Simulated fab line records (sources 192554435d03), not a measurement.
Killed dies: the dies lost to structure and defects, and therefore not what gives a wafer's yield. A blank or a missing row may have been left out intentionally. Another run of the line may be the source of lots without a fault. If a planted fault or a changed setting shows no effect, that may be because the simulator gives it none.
A lot that was struck, set against a sound lot / flow n5_finfet / 19 steps out of a route of 1938
Sound: wafers L375.1, L375.4, L375.5. The struck wafers were L384.1, L384.2, L384.6. The cause is given at the end.
For every step that has rows: the tool of each side, followed by ch and its chambers, followed by its first start. Under that, the readings that differ: sound wafers / struck wafers / difference of the means / sigmas: that difference in standard deviations of wafers without a fault.
alike: words and numbers the same on both sides, and readings whose means are apart by under 2 such deviations; not compared: readings that were withheld, readings missing a value for some wafer, numbers with overlapping values and no deviation given by the record, and bounds like >300 which may hide the same value.
The two part at a step that has a row with sigmas, a row that says differs or no value, or rows on one side only. When numbers do not overlap yet have no deviation, they are printed without sigmas and do not part them. A reading missing from all wafers of one side parts the sides only when that side holds two or more wafers.

N5_BEOL_M14_CMP_49: polishes, stops on SiO2, t overpolish 5.2 s, target thk 560 nm.
  sound on cmp-04 ch 0,1, day 12 12:40; struck on cmp-04 ch 1,2,3, day 15 03:00
  alike: barrier_field_endpoint_s, motor_current_A, overpolish_run_s, time_to_endpoint_s
N5_BEOL_M14_THK_MEAS_50: measures by xrf.
  sound: film_metro-02 at day 12 12:55; struck: film_metro-01 at day 15 03:13
  alike: M14_THK
then, 1 step without rows for these wafers: N5_BEOL_M14_PRE_CLEAN_52 (time 15 s).
N5_BEOL_M14_DEP_53: deposits SiCN from 3MS/NH3, target thk 50 nm, time 17.8 s.
  sound on pecvd-02 ch 0,1, day 12 12:59; struck on pecvd-01 ch 0,1,2, day 15 03:17
  alike: rf_fwd_power_W, showerhead_plenum_p_Torr, throttle_valve_pct
  not compared: since_wet_clean_h
N5_BEOL_M14_RS_MEAS_54: measures by four-point-probe.
  sound: film_metro-02 at day 12 13:03; struck: film_metro-01 at day 15 03:22
  alike: M14_RS
N5_BEOL_M14_INSPECT_55: inspects for defects (darkfield).
  sound: defect_inspect-02 at day 12 13:05; struck: defect_inspect-01 at day 15 03:23
  alike: raw_defect_count
N5_BEOL_M15_ILD_DEP_00: deposits SiO2 from TEOS/O2, target thk 1629.3 nm, time 346.1 s.
  sound on pecvd-01 ch 0,1, day 12 13:07; struck on pecvd-03 ch 0,2, day 15 03:26
  alike: heater_power_w, rf_fwd_power_W, showerhead_plenum_p_Torr, throttle_valve_pct
  not compared: since_wet_clean_h
N5_BEOL_M15_THK_MEAS_01:
  sound: film_metro-01 at day 12 13:22; struck: film_metro-01 at day 15 03:41
  alike: M15_ILD_THK
then, 4 steps without rows for these wafers: N5_BEOL_M15_COAT_58 (time 60 s, resist thk 89 nm); N5_BEOL_M15_COAT_04 (resist thk 800 nm); N5_BEOL_M15_EBR_06; N5_BEOL_M15_SOFTBAKE_05 (time 60 s).
N5_BEOL_M15_EXPOSE_07: exposes mask V14.
  sound on krf_scanner-02 ch 0, day 12 13:30; struck on krf_scanner-02 ch 0, day 15 03:58
reading=model.BEOL_M15.overlay_x_nm (nm); sound=1 1 1; struck=67.8 67.8 67.8; difference=+66.8; sigmas=
  alike: mask
then, 3 steps without rows for these wafers: N5_BEOL_M15_PEB_08 (peb time 90 s); N5_BEOL_M15_DEVELOP_09 (develop time 45 s); N5_BEOL_M15_HARDBAKE_14 (time 120 s).
N5_BEOL_M15_CD_MEAS_10: the cd target is 360 nm.
  sound on cd_sem-02 ch 0, day 12 13:40; struck on cd_sem-02 ch 0, day 15 04:08
  alike: cd_nm
N5_BEOL_M15_OVL_MEAS_11:
  sound on overlay-02 ch 0, day 12 13:42; struck on overlay-01 ch 0, day 15 04:10
reading=V14_OVL (nm); sound=2 5 -2; struck=72 63 66; difference=+65; sigmas=+12
N5_BEOL_M15_INSPECT_12: inspects for defects (macro).
  sound: defect_inspect-02 at day 12 13:43; struck: defect_inspect-02 at day 15 04:12
  alike: raw_defect_count

## WHERE THEY PART
Only at N5_BEOL_M15_OVL_MEAS_11, within this record. Later steps at which nothing parts them and some readings are alike: N5_BEOL_M15_INSPECT_12.

WHY: whatever the simulator had introduced
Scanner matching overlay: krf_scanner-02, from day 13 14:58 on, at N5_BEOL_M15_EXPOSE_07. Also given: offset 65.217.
